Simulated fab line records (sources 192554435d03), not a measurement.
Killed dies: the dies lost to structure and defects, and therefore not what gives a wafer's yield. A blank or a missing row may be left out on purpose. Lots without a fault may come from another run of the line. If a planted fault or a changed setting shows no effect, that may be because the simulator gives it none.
Chamber matching    flow n5 finfet    rie diel-05 running N5_BEOL_M15_DESCUM_15: 4 sister chambers
The step chemistry O2, time 7.9 s. 22 wafers are shown with their chamber, then 11 later ones without.

## WAFERS, EACH WITH ITS CHAMBER
wafer   chamber  showerhead plenum p Torr (Torr)  drypump motor current A (A)  throttle valve pct (%)
L074.1  0        2.06                             5.80                         20.89
L074.4  3        2.00                             6.03                         20.59
L074.6  1        2.07                             5.68                         20.17
L075.1  3        2.00                             6.00                         20.61
L075.2  2        2.22                             5.80                         20.65
L075.4  1        2.07                             5.69                         20.17
L078.1  2        2.22                             5.79                         20.66
L078.3  3        2.00                             5.98                         20.61
L078.5  1        2.07                             5.70                         20.17
L077.2  0        2.06                             5.82                         20.53
L077.3  3        2.00                             6.00                         20.63
L077.4  1        2.07                             5.69                         20.19
L080.2  1        2.06                             5.67                         20.17
L080.4  0        2.06                             5.79                         20.54
L080.5  1        2.06                             5.67                         20.18
L082.1  0        2.06                             5.81                         20.53
L082.4  1        2.06                             5.66                         20.18
L082.6  3        1.99                             6.01                         20.65
L087.1  2        2.21                             5.82                         20.68
L087.2  0        2.05                             5.82                         20.54
L087.5  3        1.99                             5.99                         20.64
L089.1  2        2.21                             5.79                         20.67

SIGNATURES, as means of the wafers listed above
reading                   chamber 0  chamber 1  chamber 2  chamber 3  scatter within a chamber
showerhead plenum p Torr  2.0580     2.0657     2.2150     1.9967     0.00519
drypump motor current A   5.8080     5.6800     5.8000     6.0017     0.0148
throttle valve pct        20.6060    20.1757    20.6650    20.6217    0.0761
Rule: distance of a wafer from a chamber = root of the sum over the readings of ((wafer's reading minus chamber's mean) / reading's scatter) squared. The wafer belongs to the nearest chamber; if the next one is less than 2 further off, it can't be placed. The scatter is the square root of a quotient: the sum, over the shown wafers, of each reading's squared deviation from its chamber's mean, divided by wafers minus chambers.

## WAFERS MISSING THEIR CHAMBER
wafer   showerhead plenum p Torr (Torr)  drypump motor current A (A)  throttle valve pct (%)
L089.3  2.06                             5.68                         20.20
L089.4  2.05                             5.83                         20.56
L086.3  1.99                             5.99                         20.65
L086.4  2.06                             5.67                         20.20
L086.6  2.06                             5.68                         20.21
L092.1  2.06                             5.68                         20.23
L092.2  1.99                             5.99                         20.68
L092.5  2.21                             5.84                         20.71
L097.2  2.05                             5.67                         20.24
L097.4  1.99                             6.00                         20.69
L097.5  1.99                             6.03                         20.68

## THE CHAMBER EACH PASSED THROUGH
wafer   from the rows above  in truth
L089.3  1                    1
L089.4  0                    0
L086.3  3                    3
L086.4  1                    1
L086.6  1                    1
L092.1  1                    1
L092.2  3                    3
L092.5  2                    2
L097.2  1                    1
L097.4  3                    3
L097.5  3                    3
Correct placement for 11 of the 11. Number that these rows cannot place: 0. Wrongly placed: 0.
